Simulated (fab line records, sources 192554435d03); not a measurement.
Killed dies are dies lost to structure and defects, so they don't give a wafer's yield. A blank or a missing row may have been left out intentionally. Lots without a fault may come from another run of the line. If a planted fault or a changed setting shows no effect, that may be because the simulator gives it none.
A lot that was struck, set against a sound lot    flow n5-finfet    16 steps out of a route of 1938
Sound: the wafers L191.1, L191.2, L191.4. Wafers struck: L196.2, L196.5, L196.6. Last of all comes the cause.
Order at every step that has rows: each side's tool, ch and its chambers, its first start. Under that, the readings that differ: sound wafers    struck wafers    difference of the means    sigmas: that difference in standard deviations of wafers without a fault.
alike: readings with means less than 2 such deviations apart, plus words and numbers identical on both sides. not compared: withheld readings, readings lacking a value on some wafer, bounds such as >300 that could conceal the same value, and numbers that have no deviation in the record and whose values overlap.
A row with sigmas, a row that says differs or no value, or rows on one side alone: a step with any of these is where the two part. When numbers do not overlap yet have no deviation, they are printed without sigmas and do not part them. A reading that every wafer of one side lacks parts them only if that side has two wafers or more.

first, 2 steps without rows for these wafers: N5_DUMMY_GATE_PRECLEAN_00 (cleans in O3/DIW, time 60 s); N5_DUMMY_GATE_SRD_01 (time 30 s).
N5_DUMMY_GATE_ALD_02: deposits SiO2, target thk 2 nm, pulse time 1 s.
  sound on ald-sin-03 ch 0,1,3, day 3 07:08; struck on ald-sin-01 ch 2,3, day 4 14:24
  alike: heater-power-w, precursor-pulse-height-rel
then, 3 steps without rows for these wafers: N5_DUMMY_GATE_CVD_03 (deposits a-Si from SiH4, target thk 150 nm, time 8042 s); N5_DUMMY_GATE_PRECLEAN_46 (cleans in DIW, time 89.5 s); N5_DUMMY_GATE_SRD_47 (dry time 32 s).
N5_DUMMY_GATE_CMP_04: polishes a-Si.
  sound on cmp-03 ch 0,1,3, day 3 11:07; struck on cmp-02 ch 0,2,3, day 4 18:20
  alike: motor-current-A, slurry-flow-ml-min, time-to-endpoint-s
N5_DUMMY_GATE_THK_MEAS_05:
  sound: film-metro-01 at day 3 11:22; struck: film-metro-01 at day 4 18:29
  alike: thk-nm
then, 4 steps without rows for these wafers: N5_DUMMY_GATE_HM_DEP_06 (deposits SiNx from DCS/NH3, target thk 80 nm, time 5141 s); N5_DUMMY_GATE_PECVD_30 (deposits SiO2 from TEOS/O2, target thk 55 nm, time 10.8 s); N5_DUMMY_GATE_COAT_34 (time 60 s, resist thk 60 nm); N5_DUMMY_GATE_COAT_35 (time 60 s, resist thk 10 nm).
N5_DUMMY_GATE_COAT_28: time 60 s, resist thk 10 nm.
  sound on litho-track-03 ch 0, day 3 15:24; struck on litho-track-03 ch 0, day 4 22:32
reading                   sound                 struck                difference  sigmas
heater-power-total-W (W)  390.9 390.6 391.5     372.9 376.9 374.7     -16.2       -12
plate-temp-C (C)          204.82 205.14 205.11  197.47 197.52 197.53  -7.52       -50
  alike: spin-speed-rpm
then, 1 step without rows for these wafers: N5_DUMMY_GATE_COAT_09 (resist thk 30 nm).
-- a jump in the record: the struck wafers' starts before and after are 6 days apart (it breaks off in module DUMMY_GATE and resumes in module BEOL_M4, where the first step shown is number 1111 of the route) --
N5_BEOL_M4_RC_MEAS_101:
  sound on prober-01 ch 0, day 8 20:47; struck on prober-02 ch 0, day 10 14:57
  alike: DIBL_N, DIBL_P, IOFF_N, IOFF_P, ION_N, ION_P, SS_N, SS_P, VT_N, VT_P
-- the record jumps here: 5 days lie between the struck wafers' starts before and after (it left off in module BEOL_M4 and takes up again in module PASSIVATION, whose first step shown is number 1936 of the route) --
N5_PASSIVATION_PROBE_49:
  sound: prober-01 at day 13 03:47; struck: prober-02 at day 15 03:05
reading              sound     struck    difference  sigmas
killed-at-contacts   24 23 18  11 9 6    -13         -2
killed-at-front-end  34 25 20  48 60 50  +26         +2
  alike: defect-limited-yield, killed_at_M0_to_M3, killed_at_M4_up, killed-at-other, killed-dies, killed-open, killed-short, sort_bin_5_function, sort_bin_6_memory, sort_bin_8_speed, sort-n-pass, sort-yield-pct

WHERE THEY PART
At N5_DUMMY_GATE_COAT_28 first; at N5_PASSIVATION_PROBE_49 last (within this record only).

WHY: whatever the simulator had introduced
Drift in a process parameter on litho-track-03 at N5_DUMMY_GATE_COAT_28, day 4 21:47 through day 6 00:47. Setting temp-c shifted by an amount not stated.
